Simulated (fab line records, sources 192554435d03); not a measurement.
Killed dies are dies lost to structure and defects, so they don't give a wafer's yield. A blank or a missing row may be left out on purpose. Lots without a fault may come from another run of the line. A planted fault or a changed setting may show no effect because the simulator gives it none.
Chamber matching | flow n5_finfet | N5_BEOL_M9_STRIP_67 on rie_diel-02: 4 sister chambers
The step strips in CF4. 16 wafers are shown with their chamber, then 8 later ones without.

WAFERS WITH THEIR CHAMBER
wafer  | chamber | showerhead_plenum_p_Torr (Torr) | drypump_motor_current_A (A) | throttle_valve_pct (%)
L080.1 | 3       | 1.73                            | 5.9                         | 13.56
L080.3 | 0       | 1.83                            | 6.7                         | 13.26
L080.4 | 2       | 1.93                            | 5.7                         | 13.61
L084.2 | 1       | 1.72                            | 5.7                         | 14.06
L084.4 | 0       | 1.82                            | 6.6                         | 13.30
L084.6 | 2       | 1.93                            | 5.7                         | 13.65
L085.1 | 3       | 1.72                            | 5.9                         | 13.60
L085.2 | 0       | 1.82                            | 6.6                         | 13.30
L085.6 | 0       | 1.82                            | 6.6                         | 13.30
L087.2 | 1       | 1.72                            | 5.7                         | 14.08
L087.3 | 2       | 1.92                            | 5.7                         | 13.67
L087.6 | 3       | 1.72                            | 5.9                         | 13.62
L091.1 | 3       | 1.72                            | 5.8                         | 13.63
L091.2 | 2       | 1.92                            | 5.7                         | 13.66
L091.3 | 0       | 1.82                            | 6.7                         | 13.33
L091.4 | 0       | 1.82                            | 6.7                         | 13.33

SIGNATURES (means of the wafers above)
reading                  | chamber 0 | chamber 1 | chamber 2 | chamber 3 | scatter within a chamber
showerhead_plenum_p_Torr | 1.8217    | 1.7200    | 1.9250    | 1.7225    | 0.00464
drypump_motor_current_A  | 6.650     | 5.700     | 5.700     | 5.875     | 0.0433
throttle_valve_pct       | 13.3033   | 14.0700   | 13.6475   | 13.6025   | 0.0266
Rule: a wafer's distance from a chamber is the root of the sum, over the readings, of the square of ((its reading less the chamber's mean) divided by the reading's scatter). The wafer belongs to the nearest chamber; if the next one is less than 2 further off, it can't be placed. The scatter: the root of (the sum of the squares of (reading less its chamber's mean) over the shown wafers, divided by (wafers less chambers)).

WAFERS WITHOUT THEIR CHAMBER
wafer  | showerhead_plenum_p_Torr (Torr) | drypump_motor_current_A (A) | throttle_valve_pct (%)
L091.5 | 1.92                            | 5.8                         | 13.68
L091.6 | 1.72                            | 5.8                         | 13.63
L095.1 | 1.72                            | 5.7                         | 14.11
L095.2 | 1.82                            | 6.7                         | 13.32
L095.4 | 1.72                            | 5.8                         | 13.65
L097.2 | 1.92                            | 5.7                         | 13.71
L097.4 | 1.72                            | 5.8                         | 13.64
L097.5 | 1.82                            | 6.7                         | 13.34

WHICH CHAMBER EACH WENT THROUGH
wafer  | from the rows above | in truth
L091.5 | 2                   | 2
L091.6 | 3                   | 3
L095.1 | 1                   | 1
L095.2 | 0                   | 0
L095.4 | 3                   | 3
L097.2 | 2                   | 2
L097.4 | 3                   | 3
L097.5 | 0                   | 0
Placed correctly: 8 of 8. Can't be placed from these rows: 0. Placed wrongly: 0.
